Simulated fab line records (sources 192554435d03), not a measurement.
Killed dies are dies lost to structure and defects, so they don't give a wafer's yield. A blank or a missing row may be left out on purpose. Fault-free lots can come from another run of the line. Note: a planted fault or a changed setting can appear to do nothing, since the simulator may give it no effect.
Chamber matching	flow n5_finfet	N5_GATE_CUT_ALD_22 on ald_sin-01: 4 sister chambers
The step deposits SiNx, target thk 16 nm, pulse time 1 s, ald cycles 320. 8 wafers are shown with their chamber, then 10 later ones without.

== EACH WAFER AND ITS CHAMBER ==
wafer	chamber	heater_power_w (W)	precursor_pulse_height_rel
L081.4	3	904	0.967
L083.4	2	737	0.974
L084.1	2	731	1.028
L085.1	3	929	1.022
L085.3	0	951	0.990
L085.4	1	910	0.996
L086.1	1	899	1.009
L086.2	0	916	1.041

== WAFERS WHOSE CHAMBER IS MISSING ==
wafer	heater_power_w (W)	precursor_pulse_height_rel
L086.4	931	0.989
L090.2	889	0.970
L090.4	921	1.005
L090.5	905	1.017
L091.1	933	0.995
L091.4	900	0.977
L091.6	912	1.007
L092.1	928	1.011
L092.4	746	0.990
L092.5	904	0.991

== WHICH CHAMBER EACH WENT THROUGH ==
wafer	from the rows above	in truth
L086.4	can't be placed: 0 or 3 or 1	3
L090.2	can't be placed: 1 or 3 or 0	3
L090.4	can't be placed: 3 or 0 or 1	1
L090.5	can't be placed: 1 or 3 or 0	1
L091.1	can't be placed: 0 or 3 or 1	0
L091.4	can't be placed: 1 or 3 or 0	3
L091.6	can't be placed: 3 or 1 or 0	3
L092.1	can't be placed: 0 or 3 or 1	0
L092.4	2	2
L092.5	can't be placed: 1 or 3 or 0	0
Correct placement for 1 of the 10. From these rows, 9 cannot be placed; in 9 the true chamber is one of the candidates. Number placed wrongly: 0.
How it was worked out, from the rows above alone: a wafer's distance from a chamber is the root of the sum, over the readings, of the square of ((its reading less the chamber's mean) divided by the reading's scatter). If the next closest chamber is less than 2 further off than the closest, the wafer can't be placed; otherwise it belongs to the closest. Each chamber's mean is taken over the wafers shown for it. The scatter is the square root of a quotient: the sum, over the shown wafers, of each reading's squared deviation from its chamber's mean, divided by wafers minus chambers.
